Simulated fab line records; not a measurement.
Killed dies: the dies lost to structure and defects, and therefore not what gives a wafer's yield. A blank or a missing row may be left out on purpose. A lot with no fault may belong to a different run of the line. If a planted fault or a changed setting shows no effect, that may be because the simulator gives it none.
fab line records	flow n5-finfet
record lots=11	wafers=33	last-day=17
route steps=1938 shown BEOL_M8@1389 BEOL_M9@1402
lots untouched by any fault: they come from a run of this same line in which no faults occurred
start-h: the number of hours between the record's first day and the start of the first shown wafer of the lot	wait-h: time in hours since the lot's previous step	" same as the row above	L1.1+2: one row covering several wafers at once	- no value, or no start given	* or withheld: withheld	< > ~ a bound
route shown NAME@n: NAME is a module with steps in the file, n the number in the route of the first one	usual: mean and standard deviation over wafers with no fault	same: alike in all rows	chamber/n: place in a boat	sites: each site's reading	_std_site: the standard deviation of these	_edge_site: inner sites' mean taken away from outer sites' mean	radius-mm: how far each site lies from the wafer's centre	mask NAME#n: copy n	behind: the most recent tool/chamber to have shaped the wafer	hold: the reason the lot was held/the length of the hold in hours/how it ended	device: transistor that didn't switch, given as n, p or np	end of line: tests of these same wafers at the route's end	a step given without rows: its recipe and nothing more	killed: dies lost to structure and defects at the first sort, not the wafer's yield	map: the dies of a wafer, with x for killed, . for not killed, _ for no die there
set.NAME: the run value of the setting; set.NAME@STEP: its run value at that earlier step	model.NAME: the simulator's own value behind a step, which no gauge read
steps of the route over a sample of lots; a table a step, a row a wafer
services: when a tool's chamber went out of use (start-h, in hours from the record's first day, below 0 if earlier), for how many hours, and the reason
## steps
# step N5_BEOL_M8_ALD_77
# recipe material=TaN	target-thk-a=20	temp-c=275	ald-precursor-family=PDMAT	ald-co-reactant=NH3	pressure-torr=3	carrier-flow-sccm=1500	pulse-time-s=2	purge-time-s=3	co-reactant-purge-time-s=2	co-reactant-pulse-time-s=3	ald-cycles=40	precursor-vessel-temp-c=75	precursor-vessel-pressure-torr=26.25	precursor-vessel-carrier-sccm=1000
# usual heater-power-w=412/35
lot.wafer	tool	chamber	start-h	wait-h	heater-power-w
L280.1	ald-metal-04	3	192.16	0.1	394
L280.3	"	0	"	"	391
L280.6	"	3	"	"	395
L282.1	ald-metal-04	3	198.32	0.0	384
L282.4	"	1	"	"	415
L282.6	"	2	"	"	368
L287.3	ald-metal-03	2	235.56	0.1	459
L287.5	"	0	"	"	444
L287.6	"	1	"	"	438
L284.1	ald-metal-04	1	235.78	0.0	418
L284.2	"	0	"	"	404
L284.5	"	3	"	"	395
L289.2	ald-metal-04	1	254.96	0.0	416
L289.3	"	0	"	"	408
L289.4	"	2	"	"	369
L293.1	ald-metal-01	1	282.33	0.1	432
L293.5	"	2	"	"	354
L293.6	"	3	"	"	356
L296.1	ald-metal-01	2	302.25	0.1	358
L296.3	"	0	"	"	444
L296.4	"	3	"	"	345
L299.2	ald-metal-03	2	309.89	0.0	472
L299.5	"	1	"	"	439
L299.6	"	2	"	"	472
L300.3	ald-metal-03	3	316.81	0.2	420
L300.4	"	1	"	"	435
L300.5	"	2	"	"	460
L301.1	ald-metal-03	0	321.98	0.1	468
L301.2	"	3	"	"	414
L301.6	"	1	"	"	425
L302.1	ald-metal-04	3	341.51	0.0	384
L302.2	"	2	"	"	361
L302.5	"	2	"	"	367
# step N5_BEOL_M9_CURE_71
# recipe temp-c=385	time-s=240	ambient=He/Ar	material=SiCOH_lowk
# usual lamp-power-pct=52.32/0.055	wafer_temp_C_max=387.3/0.75
# same time-s=240
lot.wafer	tool	chamber	start-h	wait-h	lamp-power-pct	wafer_temp_C_max
L280.1	uv-cure-01	0	194.28	0.0	52.33	386.6
L280.3	"	0	"	"	52.36	386.2
L280.6	"	0	"	"	52.31	386.8
L282.1	uv-cure-01	1	199.91	0.0	52.32	387.2
L282.4	"	1	"	"	52.26	387.5
L282.6	"	1	"	"	52.34	387.5
L287.3	uv-cure-01	2	238.81	0.2	52.23	386.6
L287.5	"	2	"	"	52.41	387.0
L287.6	"	2	"	"	52.34	386.6
L284.1	uv-cure-02	1	238.88	0.0	52.40	388.0
L284.2	"	1	"	"	52.34	387.9
L284.5	"	1	"	"	52.31	387.8
L289.2	uv-cure-02	2	258.97	0.1	52.30	386.4
L289.3	"	2	"	"	52.33	386.8
L289.4	"	2	"	"	52.34	387.4
L293.1	uv-cure-01	0	285.98	0.0	52.34	386.8
L293.5	"	0	"	"	52.28	386.3
L293.6	"	0	"	"	52.26	386.7
L296.1	uv-cure-02	0	304.40	0.1	52.27	386.3
L296.3	"	0	"	"	52.33	386.5
L296.4	"	0	"	"	52.41	386.7
L299.2	uv-cure-01	1	311.69	0.1	52.33	387.1
L299.5	"	1	"	"	52.30	387.3
L299.6	"	1	"	"	52.32	387.7
L300.3	uv-cure-02	0	318.68	0.2	52.32	387.1
L300.4	"	0	"	"	52.31	387.7
L300.5	"	0	"	"	52.31	386.8
L301.1	uv-cure-03	1	323.95	0.0	52.32	387.6
L301.2	"	1	"	"	52.26	387.8
L301.6	"	1	"	"	52.25	387.8
L302.1	uv-cure-02	1	343.27	0.0	52.37	387.7
L302.2	"	1	"	"	52.34	387.3
L302.5	"	1	"	"	52.26	387.4
# step N5_BEOL_M9_COAT_60
# recipe resist=SiARC	temp-c=220	time-s=60	spin-rpm=1500	resist-thk-nm=30
# usual heater-power-total-W=427.2/2.1	spin-speed-rpm=1499.9/1
# same time-s=60
lot.wafer	tool	chamber	start-h	wait-h	heater-power-total-W	spin-speed-rpm
L280.1	litho-track-04	0	195.65	-	425.8	1499.0
L280.3	"	0	"	"	425.6	1501.2
L280.6	"	0	"	"	427.3	1499.5
L282.1	litho-track-04	0	203.32	-	425.6	1500.2
L282.4	"	0	"	"	429.5	1499.2
L282.6	"	0	"	"	429.5	1500.8
L287.3	litho-track-01	0	239.39	-	427.4	1500.7
L287.5	"	0	"	"	429.3	1501.6
L287.6	"	0	"	"	428.1	1499.8
L284.1	litho-track-04	0	239.92	-	429.4	1500.6
L284.2	"	0	"	"	430.3	1499.9
L284.5	"	0	"	"	429.8	1501.8
L289.2	litho-track-01	0	260.48	-	425.4	1499.8
L289.3	"	0	"	"	429.6	1501.0
L289.4	"	0	"	"	425.1	1500.6
L293.1	litho-track-01	0	286.91	-	424.7	1559.7
L293.5	"	0	"	"	425.4	1561.1
L293.6	"	0	"	"	424.5	1561.5
L296.1	litho-track-01	0	306.78	-	424.2	1558.9
L296.3	"	0	"	"	430.2	1560.1
L296.4	"	0	"	"	428.2	1561.5
L299.2	litho-track-04	0	313.20	-	425.5	1500.3
L299.5	"	0	"	"	425.0	1499.9
L299.6	"	0	"	"	424.4	1499.5
L300.3	litho-track-04	0	320.96	-	428.9	1500.6
L300.4	"	0	"	"	426.3	1498.1
L300.5	"	0	"	"	429.9	1497.6
L301.1	litho-track-02	0	326.31	-	430.6	1500.4
L301.2	"	0	"	"	424.7	1499.5
L301.6	"	0	"	"	424.7	1498.7
L302.1	litho-track-02	0	344.77	-	424.9	1499.9
L302.2	"	0	"	"	428.5	1500.0
L302.5	"	0	"	"	426.2	1500.9
# step N5_BEOL_M9_HM_OPEN_17
# recipe chemistry=Cl2/BCl3	target-depth-a=200	overetch-a=60	target=TiN	mask-material=SOC	ion-energy-ev=150	pressure-mtorr=10	icp-w=1000	bias-w=126	Cl2_flow_sccm=53.25	bcl3-flow-sccm=21.75	Ar_flow_sccm=25
# usual drypump-motor-current-A=5.6/0.35	he-backside-leak-sccm=3.4/0.36	oes-product-au=0.72/0.059	throttle-valve-pct=22.07/0.16
lot.wafer	tool	chamber	start-h	wait-h	drypump-motor-current-A	he-backside-leak-sccm	oes-product-au	rf-hours-counter-h	throttle-valve-pct
L280.1	rie-metal-01	0	196.56	0.0	5.1	3.2	0.74	18	21.95
L280.3	"	0	"	"	5.1	3.2	0.73	-	21.94
L280.6	"	0	"	"	5.2	3.2	0.74	-	21.92
L282.1	rie-metal-03	1	203.92	0.0	5.7	3.3	0.77	10	21.97
L282.4	"	0	"	"	5.7	3.3	0.69	-	22.04
L282.6	"	1	"	"	5.7	3.3	0.76	-	21.94
L287.3	rie-metal-02	0	240.17	0.1	6.2	3.7	0.54	-	22.20
L287.5	"	0	"	"	6.2	3.7	0.54	-	22.19
L287.6	"	1	"	"	5.3	3.4	0.78	-	22.42
L284.1	rie-metal-02	0	240.52	0.0	6.3	3.8	0.54	121	22.21
L284.2	"	1	"	"	5.3	3.2	0.79	9	22.41
L284.5	"	0	"	"	6.3	3.6	0.54	-	22.19
L289.2	rie-metal-03	1	261.20	0.0	5.7	3.2	0.75	15	21.96
L289.3	"	0	"	"	5.7	3.7	0.67	-	22.04
L289.4	"	1	"	"	5.7	3.2	0.75	-	21.97
L293.1	rie-metal-01	1	288.20	0.0	5.5	3.5	0.72	15	22.01
L293.5	"	1	"	"	5.5	3.4	0.73	-	21.98
L293.6	"	0	"	"	5.1	3.3	0.70	-	21.96
L296.1	rie-metal-02	0	307.50	0.0	6.2	3.5	0.78	2	22.08
L296.3	"	0	"	"	6.2	3.4	0.79	-	22.06
L296.4	"	1	"	"	5.3	3.2	0.75	-	22.43
L299.2	rie-metal-02	0	314.21	0.0	6.2	3.3	0.80	3	22.05
L299.5	"	1	"	"	5.3	3.3	0.76	-	22.42
L299.6	"	0	"	"	6.2	3.6	0.79	-	22.06
L300.3	rie-metal-02	0	321.72	0.1	6.3	3.3	0.78	-	22.06
L300.4	"	1	"	"	5.3	3.2	0.75	-	22.42
L300.5	"	1	"	"	5.3	3.4	0.76	-	22.42
L301.1	rie-metal-02	1	326.92	0.0	5.3	3.3	0.75	17	22.43
L301.2	"	0	"	"	6.2	3.3	0.79	4	22.05
L301.6	"	1	"	"	5.3	3.3	0.75	-	22.44
L302.1	rie-metal-03	0	345.60	0.0	5.6	3.7	0.67	46	22.04
L302.2	"	1	"	"	5.7	3.2	0.72	22	21.98
L302.5	"	0	"	"	5.6	7.0	0.65	-	22.05
## services
tool	chamber	start-h	hours	kind
rie-metal-02	1	206.40	14.0	repair
uv-cure-03	-	209.53	7.5	pm
litho-track-01	-	209.98	-	consumable-replace:filter
ald-metal-04	1	211.16	6.9	repair
uv-cure-02	-	211.26	0.3	repair
ald-metal-03	3	219.06	25.0	repair
rie-metal-02	0	219.95	4.2	repair
uv-cure-03	-	233.15	0.6	repair
rie-metal-03	-	234.61	0.4	repair
uv-cure-01	-	236.00	1.0	pm
uv-cure-01	-	249.12	2.1	pm
rie-metal-01	-	263.39	0.9	repair
uv-cure-03	-	267.64	2.1	pm
rie-metal-02	0	270.09	-	clean
rie-metal-02	0	270.09	14.1	scheduled-down
rie-metal-02	0	270.09	14.1	vent-cycle
litho-track-04	-	273.91	-	consumable-replace:filter
ald-metal-03	3	274.16	3.4	repair
ald-metal-01	-	294.99	2.7	repair
litho-track-01	-	322.30	-	consumable-replace:filter
uv-cure-02	-	332.71	1.0	pm
rie-metal-02	-	335.67	1.4	pm
rie-metal-03	-	336.93	0.2	repair
ald-metal-03	-	337.46	14.0	pm
## key
first-sign step=N5_BEOL_M9_COAT_60	reading=spin-speed-rpm	direction=up	sigmas=60	usual=*	struck=*
effect none on later readings
met-at N5_BEOL_M9_COAT_60
struck-lots L293,L296
not-acting-at N5_BEOL_M8_ALD_77,N5_BEOL_M9_CURE_71,N5_BEOL_M9_HM_OPEN_17
onset-between 260.48 286.91
fault kind=process-parameter-drift	tool=litho-track-01	chamber=-	onset-h=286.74	steps=N5_BEOL_M9_COAT_60	channel=spin-rpm	offset=*	shape=step	end-h=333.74	acts-in=*	stated=*
